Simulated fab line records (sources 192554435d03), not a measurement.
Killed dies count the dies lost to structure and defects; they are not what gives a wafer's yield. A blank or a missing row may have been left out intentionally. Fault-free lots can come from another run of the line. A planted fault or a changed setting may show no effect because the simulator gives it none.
Comparing a struck lot with a sound one	flow n5-finfet	25 out of 1938 route steps
Sound: wafers L947.1, L947.2, L947.6. The struck wafers were L942.1, L942.3, L942.6. At the end, the cause is stated.
Order at every step that has rows: each side's tool, ch and its chambers, its first start. Under that, the readings that differ: sound wafers	struck wafers	difference of the means	sigmas: that difference in standard deviations of wafers without a fault.
alike: a reading whose means differ by less than 2 such deviations, as well as words and numbers matching on both sides. not compared: withheld readings; readings where some wafer has no value; bounds like >300 that might hide an equal value; numbers whose values overlap and for which the record gives no deviation.
Wherever a step has rows on one side only, a row that says differs or no value, or a row with sigmas, the two part there. When numbers do not overlap yet have no deviation, they are printed without sigmas and do not part them. Lack of a reading on every wafer of one side parts them only where that side has two or more wafers.

first, 10 steps without rows for these wafers: N5_SD_EPI_N_PRECLEAN_24 (cleans in O3/DIW, time 60 s); N5_SD_EPI_N_SRD_25 (time 30 s); N5_SD_EPI_N_PRECLEAN_49 (cleans in NF3:NH3, afs cycles 1, time 20 s, sublimation time 60 s); N5_SD_EPI_N_LINER_46 (material SiNx, target thk 3 nm); N5_SD_EPI_P_COAT_34 (time 60 s, resist thk 350 nm); N5_SD_EPI_P_COAT_35 (time 60 s, resist thk 35 nm); N5_SD_EPI_P_COAT_03 (resist thk 150 nm); N5_SD_EPI_P_EBR_05; N5_SD_EPI_P_SOFTBAKE_04 (time 60 s); N5_SD_EPI_P_EXPOSE_06 (exposes mask SD P BLK, target cd 240 nm).
N5_SD_EPI_P_PEB_07: peb time 60 s.
  sound on litho-track-01 ch 0, day 9 04:27; struck on litho-track-04 ch 0, day 7 11:05
reading	sound	struck	difference	sigmas
heater-power-total-W (W)	177.4 174.0 176.5	226.5 228.2 222.0	+49.6	+29
  alike: resist-line-temp-C
then, 1 step without rows for these wafers: N5_SD_EPI_P_DEVELOP_08 (develop time 30 s).
N5_SD_EPI_P_CD_MEAS_09 targets a cd of 240 nm.
  sound on cd-sem-01 ch 0, day 9 04:31; struck on cd-sem-02 ch 0, day 7 11:09
reading	sound	struck	difference	sigmas
cd-nm (nm)	241.0 240.4 240.8	226.0 224.6 225.0	-15.5	-20
N5_SD_EPI_P_DESCUM_14: chemistry O2, time 7.9 s.
  sound on rie-diel-04 ch 1,2, day 9 04:37; struck on rie-diel-01 ch 0,3, day 7 11:14
reading	sound	struck	difference	sigmas
model.SD_EPI_P.cd-nm (nm)	241.4 240.6 240.6	226 224.8 225	-16	
  alike: chamber-pressure-mTorr, drypump-motor-current-A, oes-product-au, rf-vpp-V, showerhead-plenum-p-Torr, throttle-valve-pct
  not compared: rf-hours-counter-h
then, 7 steps without rows for these wafers: N5_SD_EPI_P_ETCH_36 (etches SiARC in CF4, target depth 45.5 nm, time 75.8 s); N5_SD_EPI_P_ETCH_37 (etches SOC in N2/H2, overetch 108 nm, time 486 s); N5_SD_EPI_P_STRIP_38 (strips in N2/H2); N5_SD_EPI_P_ETCHBACK_46 (etches SiNx in CH3F/O2, stops on SiO2, target depth 17.5 nm); N5_SD_EPI_P_ETCH_47 (etches SiOCN in CH3F/O2, target depth 25 nm); N5_SD_EPI_P_ETCH_16 (etches SiO2 in CHF3/O2, target depth 5 nm); N5_SD_EPI_P_STRIP_50 (strips in CHF3/O2).
N5_SD_EPI_P_SD_RECESS_17: chemistry HBr/Cl2/O2, target depth 39.1 nm, bt time 3 s.
  sound on rie-si-04 ch 1,2, day 9 05:18; struck on rie-si-04 ch 0,1,3, day 7 11:56
reading	sound	struck	difference	sigmas
model.SD_EPI_P.cd-nm (nm)	240.2 240.8 240	226.6 224.2 224.8	-15.1	
  alike: bias-w, chamber-pressure-mTorr, drypump-motor-current-A, oes_o_777_au, oes-product-au, throttle-valve-pct
  not compared: rf-hours-counter-h
then, 1 step without rows for these wafers: N5_SD_EPI_P_WET_ETCH_45 (etches SiO2 in dHF, time 10.7 s, target depth 2 nm, rinse time 30 s).
-- the record jumps here: 5 days lie between the struck wafers' starts before and after (it left off in module SD_EPI_P and takes up again in module BEOL_M4, whose first step shown is number 1111 of the route) --
N5_BEOL_M4_RC_MEAS_101:
  sound on prober-01 ch 0, day 13 22:40; struck on prober-01 ch 0, day 12 04:16
  alike: DIBL_N, DIBL_P, IOFF_N, IOFF_P, ION_N, ION_P, SS_N, SS_P, VT_N, VT_P
-- here the record skips 5 days between the struck wafers' starts before and after, leaving off in module BEOL_M4 and picking up in module PASSIVATION (first step shown: number 1936 of the route) --
N5_PASSIVATION_PROBE_49:
  rows exist in the record for the struck wafers here (prober-01, day 16 22:39), but not for the sound ones

WHERE THEY PART
Earliest at N5_SD_EPI_P_PEB_07; latest, in this record, at N5_PASSIVATION_PROBE_49.

WHY: what had been put in by the simulator
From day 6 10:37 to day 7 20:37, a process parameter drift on litho-track-04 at N5_SD_EPI_P_PEB_07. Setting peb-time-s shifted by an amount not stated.
